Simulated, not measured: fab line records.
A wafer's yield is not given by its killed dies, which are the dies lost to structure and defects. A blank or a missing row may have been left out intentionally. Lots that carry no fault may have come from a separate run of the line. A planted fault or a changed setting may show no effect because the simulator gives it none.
fab line records    flow n5Finfet
record: lots: 7  wafers: 39
route steps=1938 shown DUMMY_GATE@228 SPACER0@260 SD_EPI_N@275 HKMG_FIN@412 MOL_CONTACT_COAG@609 BEOL_M4@1111
startH: the number of hours between the record's first day and the start of the first shown wafer of the lot    waitH: time in hours since the lot's previous step    " as in the row above    L1.1+2: a single row standing in for several wafers    - no value, or no start given    * or withheld: withheld    < > ~ a bound
route shown NAME@n: a module of which the file shows steps, and the number in the route of the first    usual: the fault-free wafers' mean and standard deviation    same: alike in all rows    chamber/n: place in a boat    sites: readings site by site    _std_site: their standard deviation    _edge_site: inner sites' mean taken away from outer sites' mean    radiusMm: for every site, how far away it sits from the centre of the wafer    mask NAME#n: copy n    behind: tool/chamber where the wafer was last shaped    hold: reason for holding the lot/hours on hold/outcome of the hold    device: whichever transistor did not switch (one of n, p or np)    end of line: tests of these same wafers at the route's end    a step given without rows: its recipe and nothing more    killed: not the wafer's yield, but the dies lost to structure and defects at the first sort    map: a wafer's dies, x killed, . not, _ none there
set.NAME: the setting the step ran with; set.NAME@STEP: the setting that earlier step ran with    model.NAME: the simulator's own value behind a step, which no gauge read
lots with deliberately changed settings; one table per step, one row per wafer
== steps ==
step: N5_DUMMY_GATE_EXPOSE_12
recipe: maskId: GATE  na: 0.33  sourceShape: annular  sigmaInner: 0.2  sigmaOuter: 0.6  polarization: unpolarized  targetCdNm: 25  doseMj: 34
step: N5_SPACER0_ALD_08
recipe: material: SiNx  targetThkA: 20  tempC: 400  aldPrecursorFamily: SiH2I2  aldCoReactant: N2/H2-plasma  pressureTorr: 2
step: N5_SD_EPI_N_ETCH_35
recipe: chemistry: N2/H2  target: SOC  overetchA: 1080  maskMaterial: SiARC  tempC: 40  ionEnergyEv: 100  sourceW: 3000  biasW: 133  pressureMtorr: 20  timeS: 486  n2FlowSccm: 200  h2FlowSccm: 200
step: N5_HKMG_FIN_ALD_79
recipe: material: TiN  targetThkA: 15  tempC: 400  aldPrecursorFamily: TiCl4  aldCoReactant: NH3  pulseTimeS: 1  purgeTimeS: 3  coReactantPurgeTimeS: 2  coReactantPulseTimeS: 2  aldCycles: 68  pressureTorr: 3
step: N5_HKMG_FIN_CVD_62
recipe: material: a-Si  targetThkA: 30  tempC: 500  precursor: Si2H6  pressureTorr: 1  timeS: 20.8
step: N5_HKMG_FIN_ETCH_32
recipe: chemistry: N2/H2  target: SOC  targetDepthA: 2400  tempC: 40  timeS: 300  ionEnergyEv: 200  maskMaterial: SiARC  pressureMtorr: 30  sourceW: 840  biasW: 150  n2FlowSccm: 200  h2FlowSccm: 200
step: N5_HKMG_FIN_ETCH_35
recipe: chemistry: N2/H2  target: SOC  targetDepthA: 2158  ionEnergyEv: 65  biasW: 5  sourceW: 3000  timeS: 243.4  pressureMtorr: 30  n2FlowSccm: 200  h2FlowSccm: 200
step: N5_MOL_CONTACT_COAG_ETCHBACK_134
recipe: chemistry: CHF3  target: SiO2  targetDepthA: 100  timeS: 6.7  ionEnergyEv: 200  pressureMtorr: 30  sourceW: 610  biasW: 170  Ar_flow_sccm: 200  CHF3_flow_sccm: 50
step: N5_BEOL_M4_RC_MEAS_101
usual: ION_N: 671/11  VT_N: 251/3.1  VT_N_LONG: 275.3/2.3  VT_P_LVT: -100/3.3
lot.wafer  tool       chamber  startH  waitH  set.doseMj@DUMMY_GATE_EXPOSE_12  set.targetThkA@SPACER0_ALD_08  set.sourceW@SD_EPI_N_ETCH_35  set.aldCycles@HKMG_FIN_ALD_79  set.tempC@HKMG_FIN_CVD_62  set.sourceW@HKMG_FIN_ETCH_32  set.targetDepthA@HKMG_FIN_ETCH_35  set.timeS@MOL_CONTACT_COAG_ETCHBACK_134  ION_N[uA/um]  VT_N[mV]  VT_N_LONG[mV]  VT_P_LVT[mV]
L074.1     prober-02  0        165.30  0.0    34                               21.19                          3000                          59                             500                        840                           2158                               6.292                                    656           257       275.3          -104
L074.2     "          0        "       "      35.17                            20                             2688                          59                             500                        840                           1940                               6.7                                      657           254       275.3          -102
L074.3     "          0        "       "      34                               21.19                          2688                          68                             500                        840                           2158                               6.7                                      657           252       277.7          -104
L074.4     "          0        "       "      34                               20                             3000                          68                             510                        840                           1940                               6.7                                      504           323       345.5          -65
L074.5     "          0        "       "      35.17                            20                             2688                          59                             510                        840                           2158                               6.292                                    524           316       342.4          -67
L074.6     "          0        "       "      35.17                            21.19                          3000                          68                             510                        840                           1940                               6.292                                    505           323       350.1          -63
L083.1     prober-01  0        222.61  0.0    34                               20                             3494                          68                             521.5                      840                           2158                               6.7                                      233           461       483.6          -15
L083.2     "          0        "       "      32.05                            20                             3000                          76                             521.5                      840                           2158                               7.293                                    222           470       483.3          -17
L083.3     "          0        "       "      34                               20                             3494                          68                             500                        840                           1913                               7.293                                    651           256       275.8          -104
L083.4     "          0        "       "      32.05                            20                             3494                          76                             500                        840                           2158                               6.7                                      665           250       277.3          -103
L083.5     "          0        "       "      34                               20                             3000                          76                             521.5                      840                           1913                               7.293                                    223           469       489.2          -15
L083.6     "          0        "       "      32.05                            20                             3000                          68                             500                        840                           1913                               6.7                                      663           255       275.3          -104
L086.1     prober-02  0        233.55  0.0    34                               18.15                          3000                          58                             482.3                      840                           2158                               6.7                                      681           249       274.9          -101
L086.2     "          0        "       "      35.5                             20                             3000                          68                             482.3                      840                           2158                               6.7                                      683           246       275.4          -100
L086.3     "          0        "       "      34                               20                             3000                          58                             500                        840                           1997                               6.7                                      673           249       278.7          -106
L086.4     "          0        "       "      35.5                             20                             3000                          68                             500                        840                           2158                               6.7                                      660           252       277.6          -101
L086.5     "          0        "       "      34                               18.15                          3000                          68                             482.3                      840                           1997                               6.7                                      660           249       278.1          -104
L086.6     "          0        "       "      35.5                             18.15                          3000                          58                             500                        840                           1997                               6.7                                      684           248       278.1          -101
L085.1     prober-01  0        236.34  0.0    34                               20                             3000                          68                             500                        840                           2284                               6.7                                      663           251       274.9          -100
L085.2     "          0        "       "      34                               21.42                          3000                          68                             490.2                      899.4                         2284                               6.7                                      650           251       273.1          -99
L085.3     "          0        "       "      34                               21.42                          3000                          68                             500                        899.4                         2158                               6.7                                      647           255       273.9          -100
L085.4     "          0        "       "      34                               20                             3000                          68                             490.2                      840                           2158                               7.73                                     670           252       274.5          -99
L085.5     "          0        "       "      34                               21.42                          3000                          68                             500                        840                           2158                               7.73                                     653           251       272.7          -99
L085.6     "          0        "       "      34                               20                             3000                          68                             490.2                      899.4                         2284                               7.73                                     661           251       272.8          -98
L088.1     prober-02  0        254.23  0.0    36.53                            20                             3000                          68                             500                        840                           2158                               5.897                                    677           250       275.8          -96
L088.2     "          0        "       "      36.53                            18.79                          3000                          68                             500                        840                           2050                               5.897                                    690           248       274.1          -94
L088.3     "          0        "       "      36.53                            18.79                          3000                          68                             500                        918                           2050                               6.7                                      694           248       273.2          -94
L088.4     "          0        "       "      34                               18.79                          3000                          68                             500                        918                           2158                               6.7                                      687           249       276.4          -95
L088.5     "          0        "       "      34                               20                             3000                          68                             500                        918                           2050                               5.897                                    670           251       276.1          -98
L088.6     "          0        "       "      34                               20                             3000                          68                             500                        840                           2158                               6.7                                      669           251       276.1          -98
L092.1     prober-02  0        277.04  0.0    34                               20                             3000                          68                             500                        840                           2158                               6.7                                      661           254       275.8          -105
L092.3     "          0        "       "      34                               20                             3000                          68                             500                        840                           2158                               6.7                                      667           255       275.3          -104
L092.4     "          0        "       "      34                               20                             3000                          68                             500                        840                           2158                               6.7                                      680           251       278.3          -104
L094.1     prober-01  0        283.36  0.0    34                               20                             3000                          68                             522.6                      968.1                         1935                               6.7                                      219           471       488.9          -12
L094.2     "          0        "       "      34                               20                             3000                          68                             522.6                      968.1                         2158                               6.7                                      212           471       491.4          -14
L094.3     "          0        "       "      34                               20                             3436                          68                             500                        968.1                         1935                               6.7                                      664           252       276.9          -98
L094.4     "          0        "       "      34                               20                             3436                          68                             500                        840                           1935                               6.7                                      661           254       275.0          -100
L094.5     "          0        "       "      34                               20                             3000                          68                             500                        840                           2158                               6.7                                      657           254       274.0          -100
L094.6     "          0        "       "      34                               20                             3436                          68                             522.6                      840                           2158                               6.7                                      219           470       487.0          -12
== key ==
split: step: N5_DUMMY_GATE_EXPOSE_12  setting: doseMj  statedAs: 34
response none clear
split: step: N5_SPACER0_ALD_08  setting: targetThkA  statedAs: 20
response none clear
split: step: N5_SD_EPI_N_ETCH_35  setting: sourceW  statedAs: 3000
response none clear
split: step: N5_HKMG_FIN_ALD_79  setting: aldCycles  statedAs: 68
response none clear
split: step: N5_HKMG_FIN_CVD_62  setting: tempC  statedAs: 500
response: step: N5_BEOL_M4_RC_MEAS_101  reading: VT_N_LONG  slope: +32.7  per: 1%  togetherWith: all  explained: 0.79
response: step: N5_BEOL_M4_RC_MEAS_101  reading: ION_N  slope: -68  per: 1%  togetherWith: all  explained: 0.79
response: step: N5_BEOL_M4_RC_MEAS_101  reading: VT_N  slope: +33.1  per: 1%  togetherWith: all  explained: 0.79
response: step: N5_BEOL_M4_RC_MEAS_101  reading: VT_P_LVT  slope: +13.7  per: 1%  togetherWith: all  explained: 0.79
split: step: N5_HKMG_FIN_ETCH_32  setting: sourceW  statedAs: 840
response none clear
split: step: N5_HKMG_FIN_ETCH_35  setting: targetDepthA  statedAs: 2158
response none clear
split: step: N5_MOL_CONTACT_COAG_ETCHBACK_134  setting: timeS  statedAs: 6.7
response none clear
